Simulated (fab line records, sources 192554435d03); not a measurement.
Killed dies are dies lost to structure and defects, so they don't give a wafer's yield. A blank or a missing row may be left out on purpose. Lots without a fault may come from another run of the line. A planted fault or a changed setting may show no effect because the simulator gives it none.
Which tool did it? | flow n5_finfet | 11 lots, 33 wafers sampled, at 2 steps of a route of 1938

WHAT THE GAUGES READ, wafer by wafer
N5_MOL_CONTACT_COAG_INSPECT_97: inspects for defects (darkfield).
lot  | measured     | on                | raw_defect_count
L731 | day 5 12:06  | defect_inspect-02 | 51 58 93
L733 | day 6 08:45  | defect_inspect-01 | 21 33 44
L734 | day 6 20:00  | defect_inspect-01 | 52 63 62
L735 | day 6 22:58  | defect_inspect-01 | 20 36 58
L737 | day 7 02:01  | defect_inspect-01 | 28 47 37
L738 | day 7 04:59  | defect_inspect-01 | 37 66 42
L745 | day 9 06:46  | defect_inspect-01 | 30 49 56
L746 | day 9 09:45  | defect_inspect-02 | 46 61 45
L749 | day 9 23:46  | defect_inspect-02 | 38 33 22
L754 | day 11 02:53 | defect_inspect-01 | 29 13 25
L753 | day 11 05:53 | defect_inspect-01 | 43 80 60

WHICH TOOL RAN EACH LOT (tool, then ch and the chambers of the sampled wafers, then the start)
lot  | N5_MOL_CONTACT_COAG_CVD_140
L731 | cvd_w-01 ch 0,1, day 5 05:40
L733 | cvd_w-02 ch 0,1, day 6 05:05
L734 | cvd_w-02 ch 0,1, day 6 16:23
L735 | cvd_w-02 ch 0,1, day 6 17:49
L737 | cvd_w-02 ch 0,1, day 6 21:52
L738 | cvd_w-02 ch 0,1, day 7 00:49
L745 | cvd_w-02 ch 0,1, day 9 03:04
L746 | cvd_w-01 ch 0, day 9 04:25
L749 | cvd_w-01 ch 0,1, day 9 19:03
L754 | cvd_w-01 ch 0,1, day 10 23:13
L753 | cvd_w-01 ch 0, day 11 01:58
- N5_MOL_CONTACT_COAG_CVD_140: deposits W, target thk 66.5 nm, time 215 s.

THE ANSWER, worked out from the rows above alone
Rule: what is usual is taken from the lots themselves. Put in order of their means at a reading, lots are off if they are a third of the lots or fewer, leave a main group of 4 or more, and stand apart from it by a gap of 3 or more times the standard deviation of the main group's means; of several such gaps the widest counts. A main group whose means are all the same, to the digits that the tables above print for the reading, isn't used. A lot without any number at a reading at which 4 lots or more have one is off too. The other lots that the step has rows for count as sound.
No lot is off at any reading shown: from this, nothing can be told.

WHAT THE SIMULATOR HAD PUT IN
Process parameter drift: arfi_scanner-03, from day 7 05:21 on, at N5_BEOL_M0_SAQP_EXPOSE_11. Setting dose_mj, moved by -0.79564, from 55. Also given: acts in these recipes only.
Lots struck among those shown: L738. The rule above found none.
